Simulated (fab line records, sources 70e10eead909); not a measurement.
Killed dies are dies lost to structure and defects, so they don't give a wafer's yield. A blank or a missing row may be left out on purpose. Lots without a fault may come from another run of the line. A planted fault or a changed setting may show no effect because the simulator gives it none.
Chamber matching | flow nand_harc | NHARC_A_CHANNEL_FILL_D1_ALD_25 on ald_hk-02: 4 sister chambers
The step deposits SiOx, target thk 60 nm, pulse time 10 s, ald cycles 600. 8 wafers are shown with their chamber, then 10 later ones without.

WAFERS WITH THEIR CHAMBER
wafer  | chamber | heater_power_w (W) | precursor_pulse_height_rel
L078.5 | 0       | 461                | 0.960
L081.5 | 0       | 468                | 1.001
L083.3 | 2       | 415                | 0.982
L087.1 | 2       | 397                | 0.991
L087.4 | 3       | 468                | 0.997
L087.2 | 1       | 384                | 0.980
L091.3 | 3       | 460                | 1.015
L091.5 | 1       | 382                | 0.985

WAFERS WITHOUT THEIR CHAMBER
wafer  | heater_power_w (W) | precursor_pulse_height_rel
L091.6 | 404                | 1.018
L096.1 | 376                | 1.024
L096.4 | 402                | 0.994
L096.6 | 412                | 1.011
L097.1 | 412                | 1.017
L097.2 | 390                | 1.010
L097.3 | 447                | 0.964
L097.4 | 470                | 0.969
L097.6 | 465                | 0.991
L097.5 | 468                | 1.025

WHICH CHAMBER EACH WENT THROUGH
wafer  | from the rows above     | in truth
L091.6 | can't be placed: 2 or 1 | 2
L096.1 | can't be placed: 1 or 2 | 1
L096.4 | can't be placed: 2 or 1 | 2
L096.6 | 2                       | 2
L097.1 | 2                       | 2
L097.2 | can't be placed: 1 or 2 | 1
L097.3 | can't be placed: 0 or 3 | 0
L097.4 | can't be placed: 0 or 3 | 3
L097.6 | can't be placed: 0 or 3 | 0
L097.5 | can't be placed: 3 or 0 | 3
Placed correctly: 2 of 10. Can't be placed from these rows: 8 (the true chamber is among the candidates in 8). Placed wrongly: 0.
How it was worked out, from the rows above alone: a wafer's distance from a chamber is the root of the sum, over the readings, of the square of ((its reading less the chamber's mean) divided by the reading's scatter). The wafer belongs to the nearest chamber; if the next one is less than 2 further off, it can't be placed. A chamber's mean is the mean of its shown wafers. The scatter: the root of (the sum of the squares of (reading less its chamber's mean) over the shown wafers, divided by (wafers less chambers)).
